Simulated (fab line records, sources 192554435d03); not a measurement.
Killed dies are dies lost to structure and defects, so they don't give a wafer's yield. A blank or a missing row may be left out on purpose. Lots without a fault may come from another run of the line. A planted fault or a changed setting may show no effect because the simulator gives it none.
Which tool did it? | flow n5_finfet | 11 lots, 33 wafers sampled, at 5 steps of a route of 1938

WHAT THE GAUGES READ, wafer by wafer
The record holds no reading of a measuring or inspecting step that can be judged against a usual standard deviation.

WHICH TOOL RAN EACH LOT (tool, then ch and the chambers of the sampled wafers, then the start)
lot  | N5_BEOL_M15_SPUTTER_43       | N5_BEOL_M15_CMP_49            | N5_BEOL_M15_DEP_53              | N5_MIM_BOT_DEGAS_01          | N5_MIM_BOT_SPUTTER_00
L899 | pvd_sputter-03, day 11 07:41 | cmp-01 ch 0,1, day 11 08:32   | pecvd-04 ch 0,2, day 11 08:52   | pvd_sputter-03, day 11 14:11 | pvd_sputter-03, day 11 14:14
L900 | pvd_sputter-03, day 11 20:20 | cmp-01 ch 0,2,3, day 11 21:12 | pecvd-02 ch 0,1,2, day 11 21:34 | pvd_sputter-02, day 11 23:04 | pvd_sputter-02, day 11 23:07
L902 | pvd_sputter-03, day 12 00:34 | cmp-01 ch 2,3, day 12 01:23   | pecvd-02 ch 1,2, day 12 01:44   | pvd_sputter-02, day 12 03:27 | pvd_sputter-02, day 12 03:29
L903 | pvd_sputter-03, day 12 03:01 | cmp-01 ch 1,2,3, day 12 04:28 | pecvd-01 ch 1,2, day 12 04:45   | pvd_sputter-02, day 12 05:53 | pvd_sputter-02, day 12 05:55
L904 | pvd_sputter-01, day 12 11:13 | cmp-04 ch 0,3, day 12 12:01   | pecvd-02 ch 1,2, day 12 12:25   | pvd_sputter-01, day 12 14:03 | pvd_sputter-01, day 12 14:05
L907 | pvd_sputter-01, day 13 13:48 | cmp-04 ch 0,3, day 13 14:41   | pecvd-01 ch 1,2, day 13 15:02   | pvd_sputter-03, day 13 17:25 | pvd_sputter-03, day 13 17:28
L908 | pvd_sputter-03, day 13 14:53 | cmp-04 ch 1,2,3, day 13 15:42 | pecvd-01 ch 0,1, day 13 16:04   | pvd_sputter-03, day 13 17:42 | pvd_sputter-03, day 13 17:44
L909 | pvd_sputter-02, day 13 14:55 | cmp-02 ch 1,2,3, day 13 15:44 | pecvd-02 ch 1,2, day 13 16:05   | pvd_sputter-03, day 13 18:20 | pvd_sputter-03, day 13 18:23
L911 | pvd_sputter-01, day 14 21:03 | cmp-04 ch 0,2,3, day 14 21:53 | pecvd-04 ch 0,2, day 14 22:14   | pvd_sputter-02, day 14 23:54 | pvd_sputter-02, day 14 23:56
L914 | pvd_sputter-01, day 15 13:38 | cmp-04 ch 1,3, day 15 15:08   | pecvd-04 ch 0,2, day 15 15:28   | pvd_sputter-03, day 15 17:25 | pvd_sputter-03, day 15 17:27
L922 | pvd_sputter-03, day 17 11:38 | cmp-01 ch 0,1,3, day 17 12:29 | pecvd-04 ch 0,2, day 17 12:52   | pvd_sputter-02, day 17 14:28 | pvd_sputter-02, day 17 14:30
- N5_BEOL_M15_SPUTTER_43: material TaN, target thk 15 nm, time 24.19 s.
- N5_BEOL_M15_CMP_49: polishes, stops on SiO2, t overpolish 4.9 s, target thk 850 nm.
- N5_BEOL_M15_DEP_53: deposits SiCN from 3MS/NH3, target thk 50 nm, time 17.8 s.
- N5_MIM_BOT_DEGAS_01: time 60 s.
- N5_MIM_BOT_SPUTTER_00: material TiN, target thk 35 nm, time 89.7 s.

WHAT THE TOOLS THEMSELVES READ (means of the sampled wafers that have a number; where no wafer has one, the mark that the record gives instead)
N5_BEOL_M15_SPUTTER_43. Usual: throttle_valve_pct 29.5 %, standard deviation 0.89.
lot  | tool           | throttle_valve_pct (%) | flag
L899 | pvd_sputter-03 | 29.8                   |
L900 | pvd_sputter-03 | 29.7                   |
L902 | pvd_sputter-03 | 29.0                   |
L903 | pvd_sputter-03 | 29.5                   |
L904 | pvd_sputter-01 | 30.3                   |
L907 | pvd_sputter-01 | 30.4                   |
L908 | pvd_sputter-03 | 29.4                   |
L909 | pvd_sputter-02 | 29.5                   |
L911 | pvd_sputter-01 | 30.5                   |
L914 | pvd_sputter-01 | 29.6                   |
L922 | pvd_sputter-03 | 29.2                   |

N5_BEOL_M15_CMP_49. Usual: barrier_field_endpoint_s 11.39 s, standard deviation 0.25; motor_current_A 8.4 A, standard deviation 0.88.
lot  | tool   | barrier_field_endpoint_s (s) | motor_current_A (A) | flag
L899 | cmp-01 | 11.33                        | 8.5                 |
L900 | cmp-01 | 11.67                        | 9.0                 |
L902 | cmp-01 | 11.37                        | 9.3                 |
L903 | cmp-01 | 11.32                        | 8.6                 |
L904 | cmp-04 | 11.46                        | 7.7                 |
L907 | cmp-04 | 10.99                        | 7.7                 |
L908 | cmp-04 | 11.19                        | 8.3                 |
L909 | cmp-02 | 11.52                        | 8.4                 |
L911 | cmp-04 | 11.09                        | 8.0                 |
L914 | cmp-04 | 11.28                        | 7.9                 |
L922 | cmp-01 | 11.59                        | 8.0                 |

N5_BEOL_M15_DEP_53. Usual: rf_fwd_power_W 667.6 W, standard deviation 2.5; showerhead_plenum_p_Torr 4.168 Torr, standard deviation 0.023; throttle_valve_pct 18.1 %, standard deviation 0.9.
lot  | tool     | rf_fwd_power_W (W) | showerhead_plenum_p_Torr (Torr) | throttle_valve_pct (%) | flag
L899 | pecvd-04 | 668.9              | 4.180                           | 18.4                   |
L900 | pecvd-02 | 666.7              | 4.167                           | 17.7                   |
L902 | pecvd-02 | 668.3              | 4.152                           | 17.1                   |
L903 | pecvd-01 | 664.8              | 4.190                           | 17.3                   |
L904 | pecvd-02 | 667.8              | 4.157                           | 17.2                   |
L907 | pecvd-01 | 667.2              | 4.188                           | 17.0                   |
L908 | pecvd-01 | 666.1              | 4.162                           | 18.7                   |
L909 | pecvd-02 | 668.1              | 4.151                           | 17.2                   |
L911 | pecvd-04 | 668.7              | 4.170                           | 18.3                   |
L914 | pecvd-04 | 667.3              | 4.180                           | 18.5                   |
L922 | pecvd-04 | 667.3              | 4.176                           | 18.4                   |

N5_MIM_BOT_DEGAS_01. Usual: heater_power_w 439 W, standard deviation 24.
lot  | tool           | heater_power_w (W) | flag
L899 | pvd_sputter-03 | 448                |
L900 | pvd_sputter-02 | 426                |
L902 | pvd_sputter-02 | 437                |
L903 | pvd_sputter-02 | 455                |
L904 | pvd_sputter-01 | 443                |
L907 | pvd_sputter-03 | 451                |
L908 | pvd_sputter-03 | 450                |
L909 | pvd_sputter-03 | 439                |
L911 | pvd_sputter-02 | 424                |
L914 | pvd_sputter-03 | 441                |
L922 | pvd_sputter-02 | 418                |

N5_MIM_BOT_SPUTTER_00. Usual: throttle_valve_pct 29.5 %, standard deviation 0.67.
lot  | tool           | throttle_valve_pct (%) | flag
L899 | pvd_sputter-03 | 29.3                   |
L900 | pvd_sputter-02 | 29.5                   |
L902 | pvd_sputter-02 | 29.6                   |
L903 | pvd_sputter-02 | 29.5                   |
L904 | pvd_sputter-01 | 29.7                   |
L907 | pvd_sputter-03 | 29.0                   |
L908 | pvd_sputter-03 | 29.2                   |
L909 | pvd_sputter-03 | 29.7                   |
L911 | pvd_sputter-02 | 29.3                   |
L914 | pvd_sputter-03 | 29.5                   |
L922 | pvd_sputter-02 | 29.5                   |

THE ANSWER, worked out from the rows above alone
Rule: a lot is off if the mean of its wafers that have a number lies more than 3 standard deviations from the usual mean. A lot without any number at a reading at which 4 lots or more have one is off too. The other lots that the step has rows for count as sound. The gauges are gone through in route order, then the tools' own readings, and for those a lot's mean is taken as printed above. The first step at which some lot is off is used, and at that step the reading that is off furthest; a lot without a number counts as furthest.
No lot is off at any reading shown: from this, nothing can be told.

WHAT THE SIMULATOR HAD PUT IN
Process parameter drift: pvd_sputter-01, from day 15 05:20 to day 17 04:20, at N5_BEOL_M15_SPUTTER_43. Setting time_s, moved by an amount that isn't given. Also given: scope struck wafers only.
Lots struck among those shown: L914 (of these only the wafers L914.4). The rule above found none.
